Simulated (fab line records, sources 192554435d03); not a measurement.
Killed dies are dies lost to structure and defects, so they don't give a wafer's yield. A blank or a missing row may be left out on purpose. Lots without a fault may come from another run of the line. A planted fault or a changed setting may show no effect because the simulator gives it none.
Which tool did it? | flow n5_finfet | 11 lots, 32 wafers sampled, at 2 steps of a route of 1938

WHAT THE GAUGES READ, wafer by wafer
N5_BEOL_M6_CD_MEAS_28: target cd 40 nm.
lot  | measured     | on        | cd_nm (nm)
L762 | day 9 20:10  | cd_sem-02 | 39.90 39.99 40.08
L767 | day 12 16:22 | cd_sem-03 | 39.98 39.88 39.80
L768 | day 12 23:04 | cd_sem-02 | 39.84 40.06 40.28
L769 | day 13 06:55 | cd_sem-01 | 39.90 40.12
L776 | day 14 16:58 | cd_sem-02 | 40.39 39.67 39.85
L777 | day 14 20:25 | cd_sem-02 | 39.76 40.49 39.92
L779 | day 15 21:19 | cd_sem-02 | 40.03 40.42 39.93
L781 | day 15 21:36 | cd_sem-01 | 39.72 39.86 40.28
L780 | day 16 00:46 | cd_sem-01 | 39.97 40.15 40.13
L782 | day 16 04:34 | cd_sem-03 | 39.91 40.45 39.96
L783 | day 16 06:46 | cd_sem-02 | 40.12 39.87 40.12

WHICH TOOL RAN EACH LOT (tool, then ch and the chambers of the sampled wafers, then the start)
lot  | N5_BEOL_M6_STRIP_67
L762 | rie_diel-03 ch 0,1,3, day 9 18:51
L767 | rie_diel-03 ch 0,2, day 12 14:16
L768 | rie_diel-01 ch 0,1,3, day 12 21:31
L769 | rie_diel-05 ch 1,2, day 13 04:07
L776 | rie_diel-05 ch 1,2, day 14 15:51
L777 | rie_diel-05 ch 0,2, day 14 18:37
L779 | rie_diel-01 ch 0,2,3, day 15 20:31
L781 | rie_diel-01 ch 0,2, day 15 20:50
L780 | rie_diel-05 ch 0,2,3, day 16 00:14
L782 | rie_diel-03 ch 1,2,3, day 16 00:40
L783 | rie_diel-03 ch 0,3, day 16 06:00
- N5_BEOL_M6_STRIP_67: strips in CF4.

WHAT THE TOOLS THEMSELVES READ (means of the sampled wafers that have a number; where no wafer has one, the mark that the record gives instead)
N5_BEOL_M6_STRIP_67.
lot  | tool        | drypump_motor_current_A (A) | oes_product_au (a.u.) | power_w (W) | rf_vpp_V (V) | showerhead_plenum_p_Torr (Torr) | throttle_valve_pct (%)
L762 | rie_diel-03 | 6.0                         | 0.79                  | 298.8       | 271.2        | 1.80                            | 13.70
L767 | rie_diel-03 | 6.2                         | 0.80                  | 300.0       | 270.9        | 1.77                            | 13.67
L768 | rie_diel-01 | 5.9                         | 0.76                  | 299.8       | 270.0        | 1.70                            | 13.54
L769 | rie_diel-05 | 6.0                         | 0.80                  | 298.9       | 271.1        | 1.81                            | 13.66
L776 | rie_diel-05 | 6.0                         | 0.81                  | 299.8       | 270.7        | 1.79                            | 13.61
L777 | rie_diel-05 | 5.5                         | 0.77                  | 299.9       | 271.5        | 1.83                            | 13.68
L779 | rie_diel-01 | 5.6                         | 0.81                  | 299.7       | 269.4        | 1.72                            | 13.58
L781 | rie_diel-01 | 5.9                         | 0.81                  | 299.5       | 270.1        | 1.75                            | 13.65
L780 | rie_diel-05 | 5.5                         | 0.78                  | 299.1       | 271.0        | 1.81                            | 13.60
L782 | rie_diel-03 | 6.3                         | 0.83                  | 299.6       | 271.7        | 1.82                            | 13.62
L783 | rie_diel-03 | 5.9                         | 0.82                  | 299.5       | 270.6        | 1.77                            | 13.69

THE ANSWER, worked out from the rows above alone
Rule: what is usual is taken from the lots themselves. Put in order of their means at a reading, lots are off if they are a third of the lots or fewer, leave a main group of 4 or more, and stand apart from it by a gap of 3 or more times the standard deviation of the main group's means; of several such gaps the widest counts. A main group whose means are all the same, to the digits that the tables above print for the reading, isn't used. A lot without any number at a reading at which 4 lots or more have one is off too. The other lots that the step has rows for count as sound. The gauges are gone through in route order, then the tools' own readings, and for those a lot's mean is taken as printed above. The first step at which some lot is off is used, and at that step the reading that is off furthest; a lot without a number counts as furthest.
No lot is off at any reading shown: from this, nothing can be told.

WHAT THE SIMULATOR HAD PUT IN
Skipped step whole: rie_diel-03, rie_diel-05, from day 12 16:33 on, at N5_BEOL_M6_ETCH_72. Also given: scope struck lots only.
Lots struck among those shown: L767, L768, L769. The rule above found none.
